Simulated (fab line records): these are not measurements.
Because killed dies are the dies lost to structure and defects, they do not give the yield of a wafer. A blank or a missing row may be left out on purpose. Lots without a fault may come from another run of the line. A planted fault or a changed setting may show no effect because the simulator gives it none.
Chamber matching    flow nand_harc    pecvd-01 running NHARC_A_M0_DEP_32: 3 sister chambers
The step deposits SiCN, target thk 30 nm. 6 wafers are shown with their chamber, then 7 later ones without.

== WAFERS PAIRED WITH THEIR CHAMBERS ==
wafer   chamber  heater_power_w (W)
L323.4  1        770
L326.1  0        576
L326.5  1        759
L326.6  2        573
L330.2  0        675
L330.3  2        628

== WAFERS WHOSE CHAMBER IS MISSING ==
wafer   heater_power_w (W)
L330.4  618
L332.3  601
L332.5  576
L332.6  609
L336.1  670
L336.2  634
L336.3  572

== THE CHAMBER EACH PASSED THROUGH ==
wafer   from the rows above           in truth
L330.4  can't be placed: 0 or 2       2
L332.3  can't be placed: 2 or 0       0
L332.5  can't be placed: 2 or 0       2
L332.6  can't be placed: 2 or 0       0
L336.1  can't be placed: 0 or 2 or 1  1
L336.2  can't be placed: 0 or 2       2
L336.3  can't be placed: 2 or 0       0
Correct placement for 0 of the 7. Can't be placed from these rows: 7 (the true chamber is among the candidates in 7). 0 placed wrongly.
How it was worked out, from the rows above alone: a wafer's distance from a chamber is the root of the sum, over the readings, of the square of ((its reading less the chamber's mean) divided by the reading's scatter). If the next closest chamber is less than 2 further off than the closest, the wafer can't be placed; otherwise it belongs to the closest. The mean given for a chamber averages the wafers shown for that chamber. The scatter: take each reading less its chamber's mean, square it, sum over the shown wafers, divide by the number of wafers less the number of chambers, and take the root.
